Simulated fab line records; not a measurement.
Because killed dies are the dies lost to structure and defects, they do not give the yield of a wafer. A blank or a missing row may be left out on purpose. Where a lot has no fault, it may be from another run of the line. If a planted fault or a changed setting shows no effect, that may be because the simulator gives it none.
Code-filled problem report in 8D (eight disciplines) form ; flow n5 finfet ; the parts of the form that need people (team, actions taken, sign-off) are left out

== 1. WHAT IS WRONG ==
At N5_SD_EPI_N_COAT_33, spin speed rpm averages 1588.7 rpm over 6 wafers from 2 lots, while fault-free wafers read 1499.9 rpm, standard deviation 0.9. Measured from the usual mean, that is +99 standard deviations.
The step: time 60 s, resist thk 35 nm.
Seen first at day 5 20:03 on litho track-02, wafer L271.1. The record holds 12 wafers of 4 lots with a number at this step. By rule, "out" or "out of limits" means more than 4 standard deviations away from the usual mean. The rest of the wafers with a number are treated as sound.

== 2. WHAT THIS IS AND IS NOT ==
question;is;is not
which readings at this step;spin speed rpm;-
which lots;L271, L272;L261, L281
which wafers of those lots;all that have a number;-
read on which tools;litho track-02;litho track-05
when;from day 5 20:03;"up to then (3 sound wafers); but 3 sound wafers of L281 came after"

== 3. THE SUSPECTS, EACH WITH WHAT RULES IT OUT ==
Counting: a tool at a process step up to the reading stays a suspect if it ran every lot that is out and no sound lot after the first of them.
- litho track-02 at N5_SD_EPI_N_COAT_33 (time 60 s, resist thk 35 nm): kept. It ran every lot that is out, first L271 (day 5 20:03), and no sound lot after that; its last sound lot up to then is L261 (day 3 10:32). On those wafers its own readings are out: spin speed rpm.
The count leaves litho track-02 at N5_SD_EPI_N_COAT_33.

== 4. THE CAUSE (what the simulator had put in) ==
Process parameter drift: litho track-02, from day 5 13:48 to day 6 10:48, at N5_SD_EPI_N_COAT_33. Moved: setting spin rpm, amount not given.
This tool alone remained once counting was done.

== 5. THE EFFECT CHAIN, in route order ==
One row per reading whose mean, taken over the struck wafers that have a number, lies over 3 standard deviations from the usual. Only readings whose record carries a usual standard deviation are examined. hours: median over the lots of the time between each lot's start at the first step of this table that gives one and its start at this step. sigmas: the change, counted in usual standard deviations.
hours;step;reading;usual;on struck wafers;change;sigmas
0;N5_SD_EPI_N_COAT_33;spin speed rpm;1499.9 rpm;1588.7;+88.8;+99
The process steps in it:
- N5_SD_EPI_N_COAT_33: time 60 s, resist thk 35 nm.
At these later measuring or inspecting steps, every struck wafer for which the step has a row has a number for every such reading, and none has moved that far: N5_BEOL_M4_RC_MEAS_101.

== 6. HOW IT WOULD HAVE BEEN CAUGHT EARLIER ==
The fault began at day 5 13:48; the first out-of-limits reading in this record came at day 5 20:03, 6 hours later.
